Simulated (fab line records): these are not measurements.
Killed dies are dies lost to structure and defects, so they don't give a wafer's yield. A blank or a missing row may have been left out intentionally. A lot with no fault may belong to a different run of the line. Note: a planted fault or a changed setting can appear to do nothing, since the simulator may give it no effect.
Matching of chambers / flow nandHarc / 4 sister chambers for NHARC_A_WL_FILL_ALD_02 on aldMetal-04
The step deposits TiN, target thk 2 nm, pulse time 3 s, ald cycles 100. 4 wafers are shown with their chamber, then 10 later ones without.

## EACH WAFER AND ITS CHAMBER
wafer=L086.1; chamber=2; heaterPowerW (W)=970
wafer=L086.3; chamber=3; heaterPowerW (W)=1003
wafer=L087.2; chamber=0; heaterPowerW (W)=1104
wafer=L087.4; chamber=1; heaterPowerW (W)=1241

## WAFERS WITH NO CHAMBER GIVEN
wafer=L087.6; heaterPowerW (W)=996
wafer=L092.1; heaterPowerW (W)=1024
wafer=L092.2; heaterPowerW (W)=968
wafer=L092.6; heaterPowerW (W)=1228
wafer=L093.2; heaterPowerW (W)=1023
wafer=L093.3; heaterPowerW (W)=979
wafer=L093.6; heaterPowerW (W)=974
wafer=L096.3; heaterPowerW (W)=915
wafer=L096.4; heaterPowerW (W)=962
wafer=L096.5; heaterPowerW (W)=1198

## WHICH CHAMBER EACH WENT THROUGH
wafer=L087.6; from the rows above=can't be placed: 3 or 2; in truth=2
wafer=L092.1; from the rows above=can't be placed: 3 or 2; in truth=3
wafer=L092.2; from the rows above=can't be placed: 2 or 3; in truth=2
wafer=L092.6; from the rows above=1; in truth=1
wafer=L093.2; from the rows above=can't be placed: 3 or 2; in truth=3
wafer=L093.3; from the rows above=can't be placed: 2 or 3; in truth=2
wafer=L093.6; from the rows above=can't be placed: 2 or 3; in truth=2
wafer=L096.3; from the rows above=can't be placed: 2 or 3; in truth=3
wafer=L096.4; from the rows above=can't be placed: 2 or 3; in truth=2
wafer=L096.5; from the rows above=1; in truth=1
Correctly placed: 2 of 10. These rows do not allow placing 8 (true chamber among the candidates in 8). 0 placed wrongly.
How it was worked out, from the rows above alone: a wafer's distance from a chamber is the root of the sum, over the readings, of the square of ((its reading less the chamber's mean) divided by the reading's scatter). If the next closest chamber is less than 2 further off than the closest, the wafer can't be placed; otherwise it belongs to the closest. For every chamber, the mean is computed from those of its wafers that are shown. The scatter: with one shown wafer a chamber, the root of the mean of the squares of how far each hidden wafer lies from its nearest shown one.
